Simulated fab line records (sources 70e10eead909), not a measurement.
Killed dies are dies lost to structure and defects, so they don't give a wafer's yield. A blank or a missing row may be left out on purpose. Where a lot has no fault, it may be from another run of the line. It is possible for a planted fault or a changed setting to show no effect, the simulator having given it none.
What tool caused it?	flow nandHarc	Sampling: 14 lots, 42 wafers, 6 of 1159 route steps

WHAT THE GAUGES READ, wafer by wafer
NHARC_A_CONTACT_OVL_MEAS_09.
lot	measured	on	overlayXNm (nm)	overlayYNm (nm)
L557	day 16 19:56	overlay-02	0.6 0.2 0.5	0.5 0.7 0.4
L560	day 17 04:26	overlay-01	0.3 0.5 0.5	-0.3 -0.2 0.2
L558	day 17 08:50	overlay-02	-1.7 -1.0 -0.6	-0.5 -0.6 -0.2
L561	day 17 11:04	overlay-02	0.4 0.0 0.2	-0.2 -0.1 0.1
L563	day 17 21:49	overlay-01	0.4 1.1 0.2	0.0 0.1 0.3
L564	day 18 14:25	overlay-02	-0.8 -0.6 -1.6	0.0 0.1 0.6
L565	day 18 22:11	overlay-02	-0.5 -0.6 -0.4	0.5 0.4 0.9
L566	day 19 01:41	overlay-01	-0.3 -0.3 -0.4	-0.5 -0.2 -0.7
L569	day 19 22:40	overlay-01	0.1 0.0 0.2	0.0 0.2 -0.2
L572	day 20 13:08	overlay-01	0.7 0.9 0.5	-0.7 -0.3 -0.2
L574	day 21 01:19	overlay-02	-0.7 -0.4 -0.4	0.2 0.8 1.0
L578	day 22 07:10	overlay-02	-1.0 -1.1 -1.3	-1.1 -0.9 -1.6
L577	day 22 10:19	overlay-02	1.3 0.4 0.5	-0.5 -1.4 -1.2
L580	day 22 16:15	overlay-01	0.5 -0.6 -0.6	-0.2 -0.4 -0.5

NHARC_A_CONTACT_INSPECT_10.
lot	measured	on	rawDefectCount
L557	day 16 19:58	defectInspect-02	8 9 16
L560	day 17 04:28	defectInspect-01	14 7 19
L558	day 17 08:53	defectInspect-02	30 50 38
L561	day 17 11:05	defectInspect-01	8 6 10
L563	day 17 21:52	defectInspect-01	13 11 15
L564	day 18 14:26	defectInspect-01	19 18 23
L565	day 18 22:13	defectInspect-02	46 34 38
L566	day 19 01:44	defectInspect-01	10 8 11
L569	day 19 22:42	defectInspect-01	31 38 36
L572	day 20 13:11	defectInspect-01	33 34 25
L574	day 21 01:22	defectInspect-01	34 44 50
L578	day 22 07:13	defectInspect-01	514 514 557
L577	day 22 10:21	defectInspect-02	522 508 533
L580	day 22 16:17	defectInspect-02	40 45 34

NHARC_END_SORT_01.
lot	measured	on	killedAtArray	killedAtOther	killedAtPeriphery	killedDies	killedOpen	killedShort
L566	day 21 09:38	prober-02	16 13 14	1 0 1	2 4 3	19 17 18	2 2 5	3 2 0
L569	day 22 02:30	prober-02	25 35 30	0 0 0	1 2 3	26 37 33	4 3 7	0 2 2
L572	day 23 06:32	prober-02	30 23 25	2 2 0	2 1 1	34 26 26	4 4 3	0 0 3
L578	day 24 16:22	prober-01	62 60 73	1 0 0	5 3 1	68 63 74	5 6 4	1 1 2
L577	day 24 17:58	prober-02	51 55 55	1 1 0	1 3 2	53 59 57	3 3 4	1 1 2

WHAT TOOL EACH LOT RAN ON (gives the tool, then ch and the chambers of the sampled wafers, and finally the start)
lot	NHARC_A_CONTACT_DEP_84	NHARC_A_CONTACT_ETCH_134	NHARC_A_CONTACT_ETCH_136
L557	aclDep-01 ch 0, day 16 17:46	harCapEtch-02 ch 0,1, day 16 21:46	harCapEtch-02 ch 0,1, day 16 22:05
L560	aclDep-03 ch 0, day 17 02:23	harCapEtch-03 ch 0,1, day 17 05:59	harCapEtch-03 ch 0,1, day 17 06:17
L558	aclDep-02 ch 0, day 17 07:05	harCapEtch-01 ch 0,1, day 17 09:56	harCapEtch-01 ch 0,1, day 17 10:25
L561	aclDep-01 ch 0, day 17 09:31	harCapEtch-03 ch 0,1, day 17 12:20	harCapEtch-03 ch 0,1, day 17 12:44
L563	aclDep-03 ch 0, day 17 19:52	harCapEtch-01 ch 0,1, day 17 22:56	harCapEtch-01 ch 0,1, day 17 23:30
L564	aclDep-03 ch 0, day 18 12:04	harCapEtch-03 ch 1, day 18 15:45	harCapEtch-03 ch 1, day 18 16:11
L565	aclDep-03 ch 0, day 18 20:18	harCapEtch-01 ch 0,1, day 18 23:16	harCapEtch-01 ch 0,1, day 18 23:35
L566	aclDep-01 ch 0, day 18 23:48	harCapEtch-03 ch 0,1, day 19 03:26	harCapEtch-03 ch 0,1, day 19 03:45
L569	aclDep-01 ch 0, day 19 20:42	harCapEtch-01 ch 0,1, day 19 23:50	harCapEtch-01 ch 0,1, day 20 00:10
L572	aclDep-02 ch 0, day 20 11:04	harCapEtch-02 ch 0,1, day 20 14:17	harCapEtch-02 ch 0,1, day 20 14:37
L574	aclDep-02 ch 0, day 20 23:34	harCapEtch-01 ch 0,1, day 21 02:26	harCapEtch-01 ch 0,1, day 21 03:18
L578	aclDep-01 ch 0, day 22 05:19	harCapEtch-02 ch 0,1, day 22 08:47	harCapEtch-02 ch 0,1, day 22 09:07
L577	aclDep-01 ch 0, day 22 08:40	harCapEtch-02 ch 0,1, day 22 11:38	harCapEtch-02 ch 0,1, day 22 11:55
L580	aclDep-03 ch 0, day 22 14:19	harCapEtch-03 ch 0,1, day 22 17:24	harCapEtch-03 ch 0,1, day 22 17:41
- NHARC_A_CONTACT_DEP_84: deposits aC, target thk 2000 nm.
- NHARC_A_CONTACT_ETCH_134: etches the open film in C4F8/O2/Ar, time 140 s, target depth 700 nm.
- NHARC_A_CONTACT_ETCH_136: etches the open film in C4F8/O2/Ar, time 132 s, target depth 1287 nm.

WHAT THE TOOLS THEMSELVES READ (means of the sampled wafers that have a number; where no wafer has one, the mark that the record gives instead)
NHARC_A_CONTACT_DEP_84.
lot	tool	throttleValvePct (%)
L557	aclDep-01	35.011
L560	aclDep-03	34.993
L558	aclDep-02	34.999
L561	aclDep-01	34.990
L563	aclDep-03	34.998
L564	aclDep-03	34.990
L565	aclDep-03	35.002
L566	aclDep-01	35.001
L569	aclDep-01	34.991
L572	aclDep-02	34.996
L574	aclDep-02	34.997
L578	aclDep-01	35.005
L577	aclDep-01	34.995
L580	aclDep-03	34.994

THE ANSWER, worked out from the rows above alone
Rule: the lots themselves supply what counts as usual. The widest of any qualifying gaps counts: lots, ordered by their means at a reading, are off when they make up no more than a third of the lots, leave a main group of 4 or more, and stand apart from it by 3 or more times the standard deviation of that group's means. A main group whose means are all the same, to the digits that the tables above print for the reading, isn't used. A lot without any number at a reading at which 4 lots or more have one is off too. Any other lot the step has rows for is counted as sound. Order of review: gauges by route order, followed by the tools' own readings, for which a lot's mean as printed above is used. At the first step where some lot is off, the reading lying furthest off is the one used; lots without a number count as furthest.
Off, at NHARC_A_CONTACT_INSPECT_10 on rawDefectCount: L578, L577. The main group has a mean of 25 with a standard deviation of 13.
A tool fits if, at a process step before that reading, it ran every lot that is off, and no sound lot after the first of them. Those tools and the gauges at NHARC_A_CONTACT_INSPECT_10 are tried in the same way. One fits: NHARC_A_CONTACT_DEP_84 on aclDep-01. Its last sound lot is L569 (day 19 20:42), its first lot that is off L578 (day 22 05:19): a fault that began between those two fits.

WHAT THE SIMULATOR PUT IN
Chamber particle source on aclDep-01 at NHARC_A_CONTACT_DEP_84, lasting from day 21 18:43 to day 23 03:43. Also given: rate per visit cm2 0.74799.
Struck lots among those shown: L578, L577. Same finding as the rule above.
